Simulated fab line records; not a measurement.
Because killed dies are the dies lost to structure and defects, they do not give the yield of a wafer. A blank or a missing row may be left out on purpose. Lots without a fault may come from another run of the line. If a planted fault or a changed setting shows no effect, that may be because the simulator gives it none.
fab line records -- flow n5Finfet
record lots=7, wafers=20, lastDay=16
route steps=1938 shown BEOL_M11@1567
lots that met no fault: from a run of the same line without faults
startH: hours from the record's opening day to when the first of the lot's shown wafers began -- waitH: hours from the lot's prior step to this one -- " the same as in the row above -- L1.1+2: a row that stands for several wafers -- - no value present, or no start provided -- * or withheld: withheld -- < > ~ a bound
route shown NAME@n: a module of which the file shows steps, and the number in the route of the first -- usual: mean and standard deviation over wafers with no fault -- same: alike in all rows -- chamber/n: place in a boat -- sites: readings site by site -- _std_site: the values' standard deviation -- _edge_site: mean of outer sites minus mean of inner sites -- radiusMm: how far each site lies from the wafer's centre -- mask NAME#n: copy n -- behind: the last tool/chamber to shape the wafer -- hold: what put the lot on hold/how long, in hours/how the hold closed -- device: the n, p or np transistor that did not switch -- end of line: the tests these same wafers got at the end of their route -- for a step that has no rows: nothing shown but its recipe -- killed: not the wafer's yield, but the dies lost to structure and defects at the first sort -- map: a wafer's dies, x killed, . not, _ none there
set.NAME: the run value of the setting; set.NAME@STEP: its run value at that earlier step -- model.NAME: the simulator's own value behind a step, which no gauge read
lots at selected steps of the route; one table per step, one row per wafer
services: a tool's chamber out of use, with start hour (startH, from the record's first day; less than 0 if before it), hours out, and reason
## steps
# step N5_BEOL_M11_DEVELOP_27
# recipe developTimeS=30, developer=TMAH, resist=CAR-ArF, rinseLiquid=diw, dry=airSpin, devTempC=23
# step N5_BEOL_M11_CD_MEAS_28
# recipe targetCdNm=70, landingEnergyEv=500, detector=seInlens, polarity=opening
# usual cdNm=70.2/0.97
lot.wafer,tool,chamber,startH,waitH,cdNm
L507.2,cdSem-01,0,248.53,-,69.7
L507.3,cdSem-01,0,248.53,-,69.8
L507.4,cdSem-01,0,248.53,-,69.3
L511.1,cdSem-01,0,262.97,-,70.4
L511.4,cdSem-01,0,262.97,-,70.3
L511.5,cdSem-01,0,262.97,-,71.7
L512.1,cdSem-02,0,272.37,-,69.9
L512.3,cdSem-02,0,272.37,-,69.8
L512.4,cdSem-02,0,272.37,-,69.2
L517.1,cdSem-03,0,322.50,-,72.0
L517.3,cdSem-03,0,322.50,-,71.6
L517.4,cdSem-03,0,322.50,-,72.6
L518.2,cdSem-02,0,322.67,-,69.8
L518.3,cdSem-02,0,322.67,-,68.8
L518.5,cdSem-02,0,322.67,-,68.7
L519.1,cdSem-01,0,328.54,-,68.3
L519.3,cdSem-01,0,328.54,-,69.8
L519.6,cdSem-01,0,328.54,-,69.1
L524.2,cdSem-01,0,351.04,-,69.8
L524.5,cdSem-01,0,351.04,-,69.9
# step N5_BEOL_M11_OVL_MEAS_29
# recipe pointsPerWafer=44
# usual V10_OVL=0.1/0.72
lot.wafer,tool,chamber,startH,waitH,V10_OVL[nm]
L507.2,overlay-02,0,248.56,0.0,0.7
L507.3,overlay-02,0,248.56,0.0,1.1
L507.4,overlay-02,0,248.56,0.0,2.2
L511.1,overlay-02,0,263.00,0.0,0.7
L511.4,overlay-02,0,263.00,0.0,0.2
L511.5,overlay-02,0,263.00,0.0,0.4
L512.1,overlay-01,0,272.40,0.0,-0.4
L512.3,overlay-01,0,272.40,0.0,-0.1
L512.4,overlay-01,0,272.40,0.0,-0.6
L517.1,overlay-02,0,322.53,0.0,-0.6
L517.3,overlay-02,0,322.53,0.0,0.1
L517.4,overlay-02,0,322.53,0.0,-0.6
L518.2,overlay-02,0,322.70,0.0,-0.5
L518.3,overlay-02,0,322.70,0.0,-0.6
L518.5,overlay-02,0,322.70,0.0,0.0
L519.1,overlay-02,0,328.57,0.0,-1.1
L519.3,overlay-02,0,328.57,0.0,0.1
L519.6,overlay-02,0,328.57,0.0,-1.2
L524.2,overlay-01,0,351.07,0.0,0.1
L524.5,overlay-01,0,351.07,0.0,-1.1
# step N5_BEOL_M11_INSPECT_30
# recipe mode=adi, inspectInstrument=brightfield
# usual rawDefectCount=411/110
lot.wafer,tool,chamber,startH,waitH,rawDefectCount
L507.2,defectInspect-02,-,248.59,0.0,662
L507.3,defectInspect-02,-,248.59,0.0,534
L507.4,defectInspect-02,-,248.59,0.0,429
L511.1,defectInspect-01,-,263.03,0.0,308
L511.4,defectInspect-01,-,263.03,0.0,411
L511.5,defectInspect-01,-,263.03,0.0,352
L512.1,defectInspect-01,-,272.42,0.0,464
L512.3,defectInspect-01,-,272.42,0.0,374
L512.4,defectInspect-01,-,272.42,0.0,341
L517.1,defectInspect-02,-,322.55,0.0,872
L517.3,defectInspect-02,-,322.55,0.0,444
L517.4,defectInspect-02,-,322.55,0.0,487
L518.2,defectInspect-01,-,322.72,0.0,431
L518.3,defectInspect-01,-,322.72,0.0,383
L518.5,defectInspect-01,-,322.72,0.0,374
L519.1,defectInspect-02,-,328.59,0.0,341
L519.3,defectInspect-02,-,328.59,0.0,287
L519.6,defectInspect-02,-,328.59,0.0,387
L524.2,defectInspect-01,-,351.09,0.0,514
L524.5,defectInspect-01,-,351.09,0.0,394
# step N5_BEOL_M11_DESCUM_33
# recipe chemistry=O2, timeS=7.9, sourcePowerW=50, biasPowerW=20, pressureMtorr=20, rfFrequencyHz=2.712e+07, tempC=40, resist=CAR-ArF, o2FlowSccm=225
# usual drypumpMotorCurrentA=5.6/0.44, oesProductAu=0.82/0.088, rfVppV=242.7/1.3, showerheadPlenumPTorr=2.06/0.067, throttleValvePct=20.22/0.2
lot.wafer,tool,chamber,startH,waitH,drypumpMotorCurrentA,oesProductAu,rfHoursCounterH,rfVppV,showerheadPlenumPTorr,throttleValvePct
L507.2,rieDiel-03,1,248.67,0.1,6.3,0.93,7,243.2,2.14,20.52
L507.3,rieDiel-03,2,248.67,0.1,5.0,0.90,29,244.0,2.11,19.98
L507.4,rieDiel-03,2,248.67,0.1,5.0,0.90,-,243.4,2.11,20.01
L511.1,rieDiel-01,0,263.06,0.0,5.0,0.90,29,242.6,2.06,20.07
L511.4,rieDiel-01,2,263.06,0.0,5.2,0.75,161,243.1,2.01,20.36
L511.5,rieDiel-01,3,263.06,0.0,5.6,0.74,-,243.5,2.16,20.23
L512.1,rieDiel-04,3,272.45,0.0,5.2,0.68,234,240.5,1.97,20.30
L512.3,rieDiel-04,0,272.45,0.0,5.8,0.96,3,243.1,2.05,20.27
L512.4,rieDiel-04,1,272.45,0.0,5.7,0.74,170,240.9,1.92,20.30
L517.1,rieDiel-04,2,322.59,0.0,6.2,0.82,91,243.3,2.11,20.00
L517.3,rieDiel-04,3,322.59,0.0,5.1,0.67,247,241.0,1.97,20.32
L517.4,rieDiel-04,1,322.59,0.0,5.7,0.73,183,240.7,1.91,20.29
L518.2,rieDiel-01,2,322.76,0.0,5.2,0.75,180,240.4,2.01,20.42
L518.3,rieDiel-01,1,322.76,0.0,5.7,0.80,117,242.9,2.01,20.15
L518.5,rieDiel-01,1,322.76,0.0,5.8,0.80,-,241.3,2.02,20.16
L519.1,rieDiel-01,1,328.63,0.0,5.8,0.80,119,241.2,2.01,20.16
L519.3,rieDiel-01,2,328.63,0.0,5.2,0.73,182,242.9,2.01,20.41
L519.6,rieDiel-01,1,328.63,0.0,5.7,0.80,-,241.6,2.01,20.16
L524.2,rieDiel-01,0,351.12,0.0,5.0,0.85,54,242.4,2.05,20.11
L524.5,rieDiel-01,3,351.12,0.0,5.6,0.71,-,245.0,2.15,20.26
# step N5_BEOL_M11_ETCH_65
# recipe chemistry=CF4, target=SiARC, targetDepthA=390, maskMaterial=CAR-ArF, timeS=65, ionEnergyEv=80, pressureMtorr=40, sourceW=545, biasW=36, Ar_flow_sccm=100, cf4FlowSccm=100, ends=cleared
# usual drypumpMotorCurrentA=5.6/0.44, etchRfOnTimeS=64.3/1.6, mfcArSccm=100.00/0.28, oesProductAu=0.70/0.076, rfVppV=183.7/1.1, showerheadPlenumPTorr=2.12/0.07, throttleValvePct=15.44/0.19
lot.wafer,tool,chamber,startH,waitH,drypumpMotorCurrentA,etchRfOnTimeS,mfcArSccm,oesProductAu,rfHoursCounterH,rfVppV,showerheadPlenumPTorr,throttleValvePct
L507.2,rieDiel-03,1,248.71,0.0,6.3,61.6,100.09,0.81,7,184.6,2.19,15.59
L507.3,rieDiel-03,2,248.71,0.0,5.0,62.5,100.02,0.78,29,184.0,2.18,15.29
L507.4,rieDiel-03,2,248.71,0.0,5.0,62.8,100.22,0.77,-,182.7,2.18,15.29
L511.1,rieDiel-01,0,263.10,0.0,5.0,65.3,100.30,0.76,29,183.0,2.10,15.23
L511.4,rieDiel-01,2,263.10,0.0,5.2,64.7,99.52,0.65,161,182.5,2.06,15.60
L511.5,rieDiel-01,3,263.10,0.0,5.6,65.4,100.13,0.63,-,183.6,2.23,15.55
L512.1,rieDiel-04,3,272.49,0.0,5.2,63.5,99.91,0.59,234,183.3,2.03,15.61
L512.3,rieDiel-04,0,272.49,0.0,5.8,61.9,99.77,0.83,3,183.9,2.10,15.45
L512.4,rieDiel-04,1,272.49,0.0,5.7,65.3,100.22,0.62,170,181.9,1.96,15.44
L517.1,rieDiel-04,2,322.62,0.0,6.2,65.2,99.58,0.70,91,184.2,2.17,15.22
L517.3,rieDiel-04,3,322.62,0.0,5.1,63.4,99.57,0.58,247,182.1,2.03,15.64
L517.4,rieDiel-04,1,322.62,0.0,5.7,63.8,99.44,0.63,183,181.4,1.96,15.45
L518.2,rieDiel-01,2,322.80,0.0,5.2,65.4,100.38,0.63,180,181.8,2.05,15.64
L518.3,rieDiel-01,1,322.80,0.0,5.8,65.1,100.54,0.68,117,183.4,2.08,15.41
L518.5,rieDiel-01,1,322.80,0.0,5.8,64.3,99.75,0.69,-,183.5,2.08,15.43
L519.1,rieDiel-01,1,328.66,0.0,5.8,63.8,99.96,0.69,119,183.7,2.08,15.43
L519.3,rieDiel-01,2,328.66,0.0,5.2,64.9,99.93,0.63,182,182.9,2.05,15.64
L519.6,rieDiel-01,1,328.66,0.0,5.8,63.6,100.63,0.70,-,185.5,2.08,15.43
L524.2,rieDiel-01,0,351.16,0.0,4.9,64.7,99.84,0.74,54,183.7,2.09,15.29
L524.5,rieDiel-01,3,351.16,0.0,5.5,65.9,100.30,0.61,-,183.3,2.22,15.61
# step N5_BEOL_M11_ETCH_66
# recipe chemistry=N2/H2, target=SOC, targetDepthA=1200, overetchA=240, maskMaterial=SiARC, tempC=40, timeS=180, ionEnergyEv=200, pressureMtorr=30, sourceW=840, biasW=150, n2FlowSccm=200, h2FlowSccm=200
# usual drypumpMotorCurrentA=5.6/0.44, n2FlowSccm=199.9/0.61, oesProductAu=0.66/0.066, rfVppV=522.7/2.5, showerheadPlenumPTorr=2.51/0.088, throttleValvePct=17.67/0.2
lot.wafer,tool,chamber,startH,waitH,drypumpMotorCurrentA,n2FlowSccm,oesProductAu,rfHoursCounterH,rfVppV,showerheadPlenumPTorr,throttleValvePct
L507.2,rieDiel-03,1,248.76,0.0,6.3,200.0,0.74,7,525.6,2.60,17.91
L507.3,rieDiel-03,2,248.76,0.0,5.0,198.7,0.72,29,524.6,2.60,17.49
L507.4,rieDiel-03,2,248.76,0.0,5.0,199.3,0.72,-,524.7,2.60,17.49
L511.1,rieDiel-01,0,263.15,0.0,5.0,199.2,0.73,29,522.1,2.50,17.53
L511.4,rieDiel-01,2,263.15,0.0,5.2,199.8,0.61,161,521.5,2.43,17.73
L511.5,rieDiel-01,3,263.15,0.0,5.6,199.3,0.60,-,527.8,2.65,17.78
L512.1,rieDiel-04,3,272.54,0.0,5.2,199.2,0.55,234,520.0,2.41,17.72
L512.3,rieDiel-04,0,272.54,0.0,5.7,200.4,0.77,3,522.5,2.50,17.79
L512.4,rieDiel-04,1,272.54,0.0,5.7,200.8,0.60,170,518.9,2.32,17.58
L517.1,rieDiel-04,2,322.67,0.0,6.2,200.4,0.66,91,523.0,2.56,17.41
L517.3,rieDiel-04,3,322.67,0.0,5.2,199.7,0.54,247,519.5,2.40,17.74
L517.4,rieDiel-04,1,322.67,0.0,5.7,200.6,0.59,183,518.7,2.32,17.60
L518.2,rieDiel-01,2,322.85,0.0,5.2,199.7,0.61,180,521.1,2.42,17.76
L518.3,rieDiel-01,1,322.85,0.0,5.8,199.4,0.65,117,521.2,2.47,17.65
L518.5,rieDiel-01,1,322.85,0.0,5.8,200.1,0.64,-,522.1,2.47,17.66
L519.1,rieDiel-01,1,328.71,0.0,5.8,200.4,0.65,119,521.2,2.46,17.66
L519.3,rieDiel-01,2,328.71,0.0,5.2,201.5,0.61,182,518.5,2.42,17.76
L519.6,rieDiel-01,1,328.71,0.0,5.8,200.5,0.65,-,520.0,2.46,17.66
L524.2,rieDiel-01,0,351.21,0.0,5.0,198.8,0.70,54,519.8,2.49,17.58
L524.5,rieDiel-01,3,351.21,0.0,5.6,199.6,0.59,-,526.8,2.63,17.84
# step N5_BEOL_M11_STRIP_69
# recipe chemistry=N2/H2, tempC=40, n2FlowSccm=200, h2FlowSccm=200, rfFrequencyHz=6e+07
# step N5_BEOL_M11_VIA_ETCH_34
# recipe chemistry=C4F6/O2, target=SiCOH_lowk, targetDepthA=1845, maskMaterial=SOC, taperDeg=4, timeS=69.2, ionEnergyEv=250, pressureMtorr=30, sourceW=345, biasW=185, Ar_flow_sccm=300, C4F6_flow_sccm=10, O2_flow_sccm=10
# usual drypumpMotorCurrentA=5.6/0.44, mfcArSccm=300.1/0.93, oesProductAu=0.82/0.087, rfVppV=664/15, showerheadPlenumPTorr=2.81/0.094, throttleValvePct=20.74/0.18
lot.wafer,tool,chamber,startH,waitH,drypumpMotorCurrentA,mfcArSccm,oesProductAu,rfHoursCounterH,rfVppV,showerheadPlenumPTorr,throttleValvePct
L507.2,rieDiel-03,1,248.88,0.0,6.3,300.2,0.94,7,675,2.92,21.02
L507.3,rieDiel-03,2,248.88,0.0,5.1,300.1,0.91,29,691,2.88,20.48
L507.4,rieDiel-03,2,248.88,0.0,5.0,300.9,0.91,-,691,2.88,20.48
L511.1,rieDiel-01,0,263.27,0.0,5.0,300.3,0.89,29,656,2.81,20.64
L511.4,rieDiel-01,2,263.27,0.0,5.2,298.9,0.76,161,672,2.74,20.84
L511.5,rieDiel-01,3,263.27,0.0,5.6,299.7,0.74,-,680,2.96,20.81
L512.1,rieDiel-04,3,272.66,0.0,5.2,300.7,0.68,234,651,2.71,20.86
L512.3,rieDiel-04,0,272.66,0.0,5.8,300.3,0.98,3,663,2.78,20.73
L512.4,rieDiel-04,1,272.66,0.0,5.7,300.3,0.74,170,652,2.61,20.69
L517.1,rieDiel-04,2,322.80,0.0,6.2,298.8,0.82,91,671,2.90,20.62
L517.3,rieDiel-04,3,322.80,0.0,5.2,299.5,0.67,247,650,2.70,20.87
L517.4,rieDiel-04,1,322.80,0.0,5.7,300.5,0.72,183,650,2.61,20.70
L518.2,rieDiel-01,2,322.97,0.0,5.2,300.3,0.75,180,670,2.73,20.86
L518.3,rieDiel-01,1,322.97,0.0,5.8,301.2,0.80,117,647,2.77,20.73
L518.5,rieDiel-01,1,322.97,0.0,5.7,301.2,0.80,-,647,2.77,20.72
L519.1,rieDiel-01,1,328.84,0.0,5.8,302.5,0.79,119,646,2.76,20.74
L519.3,rieDiel-01,2,328.84,0.0,5.2,300.5,0.74,182,671,2.73,20.87
L519.6,rieDiel-01,1,328.84,0.0,5.7,300.5,0.80,-,645,2.76,20.75
L524.2,rieDiel-01,0,351.33,0.0,5.0,300.7,0.86,54,656,2.80,20.69
L524.5,rieDiel-01,3,351.33,0.0,5.6,299.5,0.72,-,679,2.95,20.84
# step N5_BEOL_M11_STRIP_73
# recipe chemistry=C4F6/O2, resist=SiARC, rfFrequencyHz=6e+07
# step N5_BEOL_M11_STRIP_36
# recipe chemistry=N2/H2, powerW=450, tempC=40, pressureMtorr=20, rfFrequencyHz=6e+07, overashFraction=0.3, biasPowerW=7, h2Frac=0.5, n2FlowSccm=200, h2FlowSccm=200
# step N5_BEOL_M11_TRENCH_ETCH_37
# recipe chemistry=C4F6/O2, targetDepthA=1488.3, target=SiCOH_lowk, timeS=48, ionEnergyEv=250, pressureMtorr=30, sourceW=345, biasW=185, Ar_flow_sccm=300, C4F6_flow_sccm=10, O2_flow_sccm=10
# usual drypumpMotorCurrentA=5.6/0.44, mfcArSccm=299.9/0.88, oesProductAu=0.82/0.087, rfVppV=664/14, showerheadPlenumPTorr=2.81/0.094, throttleValvePct=20.77/0.18
lot.wafer,tool,chamber,startH,waitH,drypumpMotorCurrentA,mfcArSccm,oesProductAu,rfHoursCounterH,rfVppV,showerheadPlenumPTorr,throttleValvePct
L507.2,rieDiel-03,1,-,-,6.3,300.8,0.94,7,674,2.92,21.05
L507.3,rieDiel-03,2,-,-,5.0,300.4,0.90,29,692,2.88,20.50
L507.4,rieDiel-03,2,-,-,5.0,299.7,0.91,-,692,2.88,20.50
L511.1,rieDiel-01,0,-,-,4.9,299.5,0.88,29,656,2.81,20.67
L511.4,rieDiel-01,2,-,-,5.2,300.0,0.76,161,671,2.74,20.86
L511.5,rieDiel-01,3,-,-,5.6,299.6,0.74,-,681,2.96,20.83
L512.1,rieDiel-04,3,-,-,5.1,300.6,0.67,234,651,2.71,20.89
L512.3,rieDiel-04,0,-,-,5.8,299.2,0.96,3,663,2.78,20.76
L512.4,rieDiel-04,1,-,-,5.7,300.4,0.73,170,652,2.61,20.71
L517.1,rieDiel-04,2,-,-,6.2,300.7,0.82,91,669,2.89,20.62
L517.3,rieDiel-04,3,-,-,5.2,300.2,0.67,247,651,2.70,20.91
L517.4,rieDiel-04,1,-,-,5.6,300.5,0.72,183,651,2.61,20.71
L518.2,rieDiel-01,2,-,-,5.2,300.4,0.75,180,671,2.73,20.88
L518.3,rieDiel-01,1,-,-,5.7,298.6,0.80,117,647,2.77,20.76
L518.5,rieDiel-01,1,-,-,5.7,301.2,0.81,-,646,2.77,20.76
L519.1,rieDiel-01,1,-,-,5.7,299.6,0.80,119,647,2.76,20.76
L519.3,rieDiel-01,2,-,-,5.2,298.9,0.74,182,670,2.73,20.89
L519.6,rieDiel-01,1,-,-,5.8,299.3,0.79,-,647,2.76,20.77
L524.2,rieDiel-01,0,-,-,5.0,300.0,0.85,55,656,2.80,20.73
L524.5,rieDiel-01,3,-,-,5.6,300.3,0.71,-,679,2.95,20.89
# step N5_BEOL_M11_ETCH_41
# recipe chemistry=CH3F/O2, target=SiCN, targetDepthA=426, taperDeg=2, timeS=86, ionEnergyEv=120, maskMaterial=TiN, pressureMtorr=30, sourceW=395, biasW=75, Ar_flow_sccm=150, CH3F_flow_sccm=30, O2_flow_sccm=20
# usual drypumpMotorCurrentA=5.6/0.44, mfcArSccm=150.0/0.48, oesProductAu=0.82/0.087, rfVppV=296.8/1.6, showerheadPlenumPTorr=1.98/0.069, throttleValvePct=16.15/0.18
lot.wafer,tool,chamber,startH,waitH,drypumpMotorCurrentA,mfcArSccm,oesProductAu,rfHoursCounterH,rfVppV,showerheadPlenumPTorr,throttleValvePct,model.etch.depthNm
L507.2,rieDiel-03,1,249.02,-,6.3,150.7,0.95,7,298.1,2.05,16.35,33.95
L507.3,rieDiel-03,2,249.02,-,5.0,150.1,0.90,29,297.7,2.02,15.92,33.57
L507.4,rieDiel-03,2,249.02,-,5.0,150.7,0.90,-,296.3,2.02,15.92,33.32
L511.1,rieDiel-01,0,263.41,-,5.0,149.8,0.90,29,295.5,1.97,16.02,32.36
L511.4,rieDiel-01,2,263.41,-,5.2,149.8,0.77,161,297.7,1.92,16.29,32.69
L511.5,rieDiel-01,3,263.41,-,5.6,150.6,0.75,-,300.5,2.08,16.23,32.49
L512.1,rieDiel-04,3,272.81,-,5.1,149.3,0.66,234,295.1,1.90,16.32,31.85
L512.3,rieDiel-04,0,272.81,-,5.8,149.4,0.96,3,295.3,1.95,16.12,33.36
L512.4,rieDiel-04,1,272.81,-,5.6,149.2,0.72,170,293.8,1.83,16.14,32.06
L517.1,rieDiel-04,2,322.94,-,6.2,149.4,0.81,91,297.4,2.03,16.00,32.05
L517.3,rieDiel-04,3,322.94,-,5.1,149.6,0.66,247,295.4,1.89,16.34,31.63
L517.4,rieDiel-04,1,322.94,-,5.6,150.0,0.72,183,293.1,1.82,16.18,32.04
L518.2,rieDiel-01,2,323.12,-,5.2,149.8,0.74,180,296.7,1.91,16.32,32.23
L518.3,rieDiel-01,1,323.12,-,5.8,150.1,0.81,117,294.5,1.94,16.17,32.56
L518.5,rieDiel-01,1,323.12,-,5.8,150.4,1.05,-,295.1,1.94,16.16,48.3
L519.1,rieDiel-01,1,328.98,-,5.8,149.7,0.79,119,295.4,1.94,16.17,32.08
L519.3,rieDiel-01,2,328.98,-,5.2,150.1,0.75,182,295.6,1.91,16.33,32.45
L519.6,rieDiel-01,1,328.98,-,5.8,149.9,1.04,-,296.0,1.94,16.17,47.68
L524.2,rieDiel-01,0,351.48,-,5.0,150.5,0.85,55,295.8,1.97,16.05,32.19
L524.5,rieDiel-01,3,351.48,-,5.6,150.9,0.93,-,299.5,2.07,16.30,47.95
# step N5_BEOL_M11_STRIP_77
# recipe chemistry=N2/H2, timeS=10, powerW=450, tempC=40, pressureMtorr=20, rfFrequencyHz=6e+07, biasPowerW=7, n2FlowSccm=200, h2FlowSccm=200
## services
tool,chamber,startH,hours,kind
rieDiel-03,0,234.11,-,clean
rieDiel-03,0,234.11,-,consumableReplace:focusRing
rieDiel-03,0,234.11,26.9,scheduledDown
rieDiel-03,0,234.11,26.9,ventCycle
rieDiel-04,0,235.68,-,clean
rieDiel-04,0,235.68,-,consumableReplace:focusRing
rieDiel-04,0,235.68,26.3,scheduledDown
rieDiel-04,0,235.68,26.3,ventCycle
rieDiel-04,-,237.68,2.8,pm
rieDiel-01,0,254.85,1.3,repair
rieDiel-03,3,261.00,-,clean
rieDiel-03,3,261.00,-,consumableReplace:focusRing
rieDiel-03,3,261.00,17.3,scheduledDown
rieDiel-03,3,261.00,17.3,ventCycle
rieDiel-01,0,269.55,3.6,repair
rieDiel-04,-,288.48,2.1,repair
rieDiel-01,1,305.80,8.6,repair
rieDiel-03,1,336.61,1.6,repair
rieDiel-04,3,336.67,-,clean
rieDiel-04,3,336.67,-,consumableReplace:focusRing
rieDiel-04,3,336.67,-,consumableReplace:showerhead
rieDiel-04,3,336.67,23.6,scheduledDown
rieDiel-04,3,336.67,23.6,ventCycle
## key
firstSign step=N5_BEOL_M11_ETCH_41, reading=oesProductAu, direction=up, sigmas=2.2, usual=0.82, struck=1.01
effect none on later readings
modelEffect step=N5_BEOL_M11_ETCH_41, value=etch.depthNm, without=32.37, struck=47.97
metAt N5_BEOL_M11_ETCH_41
struckWafers L518.5,L519.6,L524.5
onsetBetween 263.41 323.12
fault kind=processParameterDrift, tool=rieDiel-01, chamber=-, onsetH=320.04, steps=N5_BEOL_M11_ETCH_41, channel=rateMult, offset=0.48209, shape=step, endH=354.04, scope=struckWafersOnly
